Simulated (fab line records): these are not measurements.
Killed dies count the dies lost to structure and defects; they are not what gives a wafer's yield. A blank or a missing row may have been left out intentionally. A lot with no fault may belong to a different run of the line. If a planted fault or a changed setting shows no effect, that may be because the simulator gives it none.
Matching of chambers	flow n5Finfet	4 sister chambers for N5_BEOL_M5_STRIP_64 on rieDiel-02
The step strips in CF4. 18 wafers are shown with their chamber, then 9 later ones without.

## WAFERS WITH THEIR CHAMBER
wafer	chamber	showerheadPlenumPTorr (Torr)	throttleValvePct (%)	oesProductAu (a.u.)
L078.1	0	1.84	13.70	0.69
L078.2	3	1.90	13.17	0.95
L078.3	2	1.76	13.71	0.71
L082.1	2	1.76	13.71	0.71
L082.4	3	1.90	13.16	0.94
L082.5	2	1.76	13.73	0.71
L081.2	2	1.76	13.72	0.71
L081.3	1	1.78	13.35	0.74
L081.4	3	1.90	13.16	0.94
L083.1	2	1.76	13.75	0.71
L083.5	2	1.76	13.72	0.71
L083.6	1	1.78	13.36	0.74
L084.1	1	1.78	13.38	0.73
L084.2	0	1.83	13.73	0.68
L084.4	3	1.90	13.18	0.92
L086.1	0	1.83	13.74	0.68
L086.2	1	1.78	13.37	0.73
L086.4	3	1.90	13.18	0.92

SIGNATURES (averages over the wafers above)
reading	chamber 0	chamber 1	chamber 2	chamber 3	scatter within a chamber
showerheadPlenumPTorr	1.8333	1.7800	1.7600	1.9000	0.00218
throttleValvePct	13.7233	13.3650	13.7233	13.1700	0.0144
oesProductAu	0.6833	0.7350	0.7100	0.9340	0.00796
Rule: for a wafer and a chamber, the distance is found by dividing, reading by reading, the gap between the wafer's reading and the chamber's mean by the reading's scatter, squaring, summing and taking the root. If the next closest chamber is less than 2 further off than the closest, the wafer can't be placed; otherwise it belongs to the closest. The scatter: take each reading less its chamber's mean, square it, sum over the shown wafers, divide by the number of wafers less the number of chambers, and take the root.

## WAFERS WITH NO CHAMBER GIVEN
wafer	showerheadPlenumPTorr (Torr)	throttleValvePct (%)	oesProductAu (a.u.)
L087.2	1.78	13.38	0.73
L087.4	1.83	13.73	0.68
L087.5	1.90	13.20	0.90
L093.3	1.89	13.22	0.88
L093.4	1.89	13.24	0.88
L093.6	1.77	13.41	0.72
L097.1	1.83	13.15	0.96
L097.2	1.89	13.24	0.87
L097.5	1.83	13.18	0.96

## CHAMBER TAKEN BY EACH
wafer	from the rows above	in truth
L087.2	1	1
L087.4	0	0
L087.5	3	3
L093.3	3	3
L093.4	3	3
L093.6	1	1
L097.1	3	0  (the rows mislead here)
L097.2	3	3
L097.5	3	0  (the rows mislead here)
Correctly placed: 7 of 9. From these rows, 0 cannot be placed. Wrongly placed: 2.
